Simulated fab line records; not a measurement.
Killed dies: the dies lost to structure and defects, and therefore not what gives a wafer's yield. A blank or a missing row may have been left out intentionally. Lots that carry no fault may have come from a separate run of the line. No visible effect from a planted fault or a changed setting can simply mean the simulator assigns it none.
Chamber matching / flow nand_harc / 4 sister chambers for NHARC_A_BLC_ETCH_16 on rie_diel-13
The step etches the open film in CF4, target depth 39 nm, time 65 s. 14 wafers are shown with their chamber, then 6 later ones without.

== WAFERS WITH THEIR CHAMBER ==
wafer=L287.1; chamber=1; showerhead_plenum_p_Torr (Torr)=1.80; throttle_valve_pct (%)=13.299; rf_vpp_V (V)=151.5
wafer=L287.2; chamber=0; showerhead_plenum_p_Torr (Torr)=1.80; throttle_valve_pct (%)=13.285; rf_vpp_V (V)=151.6
wafer=L287.3; chamber=3; showerhead_plenum_p_Torr (Torr)=1.81; throttle_valve_pct (%)=13.280; rf_vpp_V (V)=152.2
wafer=L290.2; chamber=1; showerhead_plenum_p_Torr (Torr)=1.79; throttle_valve_pct (%)=13.270; rf_vpp_V (V)=151.7
wafer=L290.5; chamber=1; showerhead_plenum_p_Torr (Torr)=1.79; throttle_valve_pct (%)=13.292; rf_vpp_V (V)=150.3
wafer=L290.6; chamber=2; showerhead_plenum_p_Torr (Torr)=1.69; throttle_valve_pct (%)=13.296; rf_vpp_V (V)=152.1
wafer=L292.2; chamber=3; showerhead_plenum_p_Torr (Torr)=1.81; throttle_valve_pct (%)=13.272; rf_vpp_V (V)=151.1
wafer=L292.3; chamber=1; showerhead_plenum_p_Torr (Torr)=1.79; throttle_valve_pct (%)=13.280; rf_vpp_V (V)=152.6
wafer=L292.4; chamber=2; showerhead_plenum_p_Torr (Torr)=1.69; throttle_valve_pct (%)=13.282; rf_vpp_V (V)=149.1
wafer=L299.3; chamber=2; showerhead_plenum_p_Torr (Torr)=1.69; throttle_valve_pct (%)=13.292; rf_vpp_V (V)=149.1
wafer=L299.4; chamber=0; showerhead_plenum_p_Torr (Torr)=1.80; throttle_valve_pct (%)=13.275; rf_vpp_V (V)=152.4
wafer=L299.6; chamber=3; showerhead_plenum_p_Torr (Torr)=1.80; throttle_valve_pct (%)=13.266; rf_vpp_V (V)=151.1
wafer=L301.2; chamber=0; showerhead_plenum_p_Torr (Torr)=1.80; throttle_valve_pct (%)=13.277; rf_vpp_V (V)=151.0
wafer=L301.4; chamber=1; showerhead_plenum_p_Torr (Torr)=1.79; throttle_valve_pct (%)=13.273; rf_vpp_V (V)=151.9

SIGNATURES, as means of the wafers listed above
reading=showerhead_plenum_p_Torr; chamber 0=1.8000; chamber 1=1.7920; chamber 2=1.6900; chamber 3=1.8067; scatter within a chamber=0.00383
reading=throttle_valve_pct; chamber 0=13.27900; chamber 1=13.28280; chamber 2=13.29000; chamber 3=13.27267; scatter within a chamber=0.00935
reading=rf_vpp_V; chamber 0=151.667; chamber 1=151.600; chamber 2=150.100; chamber 3=151.467; scatter within a chamber=1.03
Rule: a wafer's distance from a chamber is the root of the sum, over the readings, of the square of ((its reading less the chamber's mean) divided by the reading's scatter). The wafer belongs to the nearest chamber; if the next one is less than 2 further off, it can't be placed. How the scatter is found: for the shown wafers, subtract from each reading the mean of its chamber, square and add these, divide the total by (wafers less chambers), then take the root.

== WAFERS WITH NO CHAMBER GIVEN ==
wafer=L301.5; showerhead_plenum_p_Torr (Torr)=1.80; throttle_valve_pct (%)=13.272; rf_vpp_V (V)=152.1
wafer=L307.3; showerhead_plenum_p_Torr (Torr)=1.79; throttle_valve_pct (%)=13.285; rf_vpp_V (V)=152.1
wafer=L307.4; showerhead_plenum_p_Torr (Torr)=1.80; throttle_valve_pct (%)=13.283; rf_vpp_V (V)=153.3
wafer=L307.6; showerhead_plenum_p_Torr (Torr)=1.80; throttle_valve_pct (%)=13.287; rf_vpp_V (V)=151.7
wafer=L309.1; showerhead_plenum_p_Torr (Torr)=1.79; throttle_valve_pct (%)=13.285; rf_vpp_V (V)=151.3
wafer=L309.4; showerhead_plenum_p_Torr (Torr)=1.80; throttle_valve_pct (%)=13.273; rf_vpp_V (V)=153.0

== THE CHAMBER EACH PASSED THROUGH ==
wafer=L301.5; from the rows above=can't be placed: 0 or 3 or 1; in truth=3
wafer=L307.3; from the rows above=can't be placed: 1 or 0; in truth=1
wafer=L307.4; from the rows above=can't be placed: 0 or 1 or 3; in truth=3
wafer=L307.6; from the rows above=can't be placed: 0 or 1 or 3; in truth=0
wafer=L309.1; from the rows above=1; in truth=1
wafer=L309.4; from the rows above=can't be placed: 0 or 3 or 1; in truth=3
1 of 6 placed correctly. From these rows, 5 cannot be placed; in 5 the true chamber is one of the candidates. Number placed wrongly: 0.
